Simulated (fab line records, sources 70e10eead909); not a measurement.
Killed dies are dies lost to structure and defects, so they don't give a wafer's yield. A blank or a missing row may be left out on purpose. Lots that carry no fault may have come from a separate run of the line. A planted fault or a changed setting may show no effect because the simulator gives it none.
Which tool was responsible? | flow nandHarc | 11 lots, 33 wafers sampled, at 4 steps of a route of 1302

## WHAT THE GAUGES SHOWED, per wafer
NHARC_A_CHANNEL_HOLE_D1_INSPECT_40.
lot  | measured     | on               | rawDefectCount
L800 | day 8 22:22  | defectInspect-01 | 50 30 58
L802 | day 9 12:14  | defectInspect-01 | 122 82 70
L804 | day 10 05:19 | defectInspect-02 | 44 47 53
L803 | day 10 09:22 | defectInspect-02 | 86 74 100
L811 | day 13 08:30 | defectInspect-01 | 667 57 705
L817 | day 16 09:35 | defectInspect-01 | 76 86 78
L818 | day 16 12:14 | defectInspect-01 | 92 67 101
L819 | day 17 00:54 | defectInspect-02 | 72 90 61
L820 | day 17 14:14 | defectInspect-02 | 67 61 53
L822 | day 17 19:57 | defectInspect-02 | 53 36 29
L821 | day 17 22:02 | defectInspect-01 | 66 56 73

## WHICH TOOL RAN EACH LOT (tool, then ch and the chambers of the sampled wafers, then the start)
lot  | NHARC_A_CHANNEL_HOLE_D1_ETCH_25 | NHARC_A_CHANNEL_HOLE_D1_STRIP_27  | NHARC_A_CHANNEL_HOLE_D1_XSEM_31
L800 | harEtch-01 ch 0,1, day 8 19:32  | rieDiel-10 ch 1,2,3, day 8 21:32  | xsem-01 ch 0, day 8 22:17
L802 | harEtch-02 ch 1, day 9 09:35    | rieDiel-01 ch 1,2,3, day 9 11:28  | xsem-01 ch 0, day 9 12:08
L804 | harEtch-01 ch 0,1, day 10 02:38 | rieDiel-06 ch 1,3, day 10 04:26   | xsem-01 ch 0, day 10 05:13
L803 | harEtch-02 ch 0,1, day 10 06:32 | rieDiel-10 ch 0,1,3, day 10 08:31 | xsem-02 ch 0, day 10 09:16
L811 | harEtch-01 ch 0,1, day 13 05:58 | rieDiel-10 ch 1,2, day 13 07:34   | xsem-01 ch 0, day 13 08:24
L817 | harEtch-01 ch 0,1, day 16 07:04 | rieDiel-10 ch 2,3, day 16 08:42   | xsem-01 ch 0, day 16 09:29
L818 | harEtch-02 ch 0,1, day 16 09:32 | rieDiel-10 ch 0,2,3, day 16 11:27 | xsem-02 ch 0, day 16 12:08
L819 | harEtch-01 ch 0,1, day 16 22:13 | rieDiel-10 ch 0,2, day 17 00:01   | xsem-02 ch 0, day 17 00:49
L820 | harEtch-01 ch 0,1, day 17 11:16 | rieDiel-10 ch 1,2,3, day 17 13:22 | xsem-01 ch 0, day 17 14:08
L822 | harEtch-02 ch 0,1, day 17 17:35 | rieDiel-10 ch 0,1, day 17 19:07   | xsem-02 ch 0, day 17 19:52
L821 | harEtch-01 ch 0,1, day 17 19:14 | rieDiel-10 ch 1,2, day 17 21:10   | xsem-01 ch 0, day 17 21:57
- NHARC_A_CHANNEL_HOLE_D1_ETCH_25: etches the open film in C4F8/O2/Ar, time 1040.2 s, target depth 1500 nm.
- NHARC_A_CHANNEL_HOLE_D1_STRIP_27: strips in O2.
- NHARC_A_CHANNEL_HOLE_D1_XSEM_31

## THE ANSWER, worked out from the rows above alone
Rule: the lots themselves supply what counts as usual. The widest of any qualifying gaps counts: lots, ordered by their means at a reading, are off when they make up no more than a third of the lots, leave a main group of 4 or more, and stand apart from it by 3 or more times the standard deviation of that group's means. A main group whose means are all the same, to the digits that the tables above print for the reading, isn't used. Also off: a lot with no number at a reading for which 4 or more lots have one. The other lots that the step has rows for count as sound.
Off: L811, at NHARC_A_CHANNEL_HOLE_D1_INSPECT_40 (rawDefectCount). The main group has a mean of 68 with a standard deviation of 18.
A tool fits if, at a process step before that reading, it ran every lot that is off, and no sound lot after the first of them. Those tools and the gauges at NHARC_A_CHANNEL_HOLE_D1_INSPECT_40 are tried in the same way. Not one of the candidates tried fits.

## WHAT THE SIMULATOR PUT IN
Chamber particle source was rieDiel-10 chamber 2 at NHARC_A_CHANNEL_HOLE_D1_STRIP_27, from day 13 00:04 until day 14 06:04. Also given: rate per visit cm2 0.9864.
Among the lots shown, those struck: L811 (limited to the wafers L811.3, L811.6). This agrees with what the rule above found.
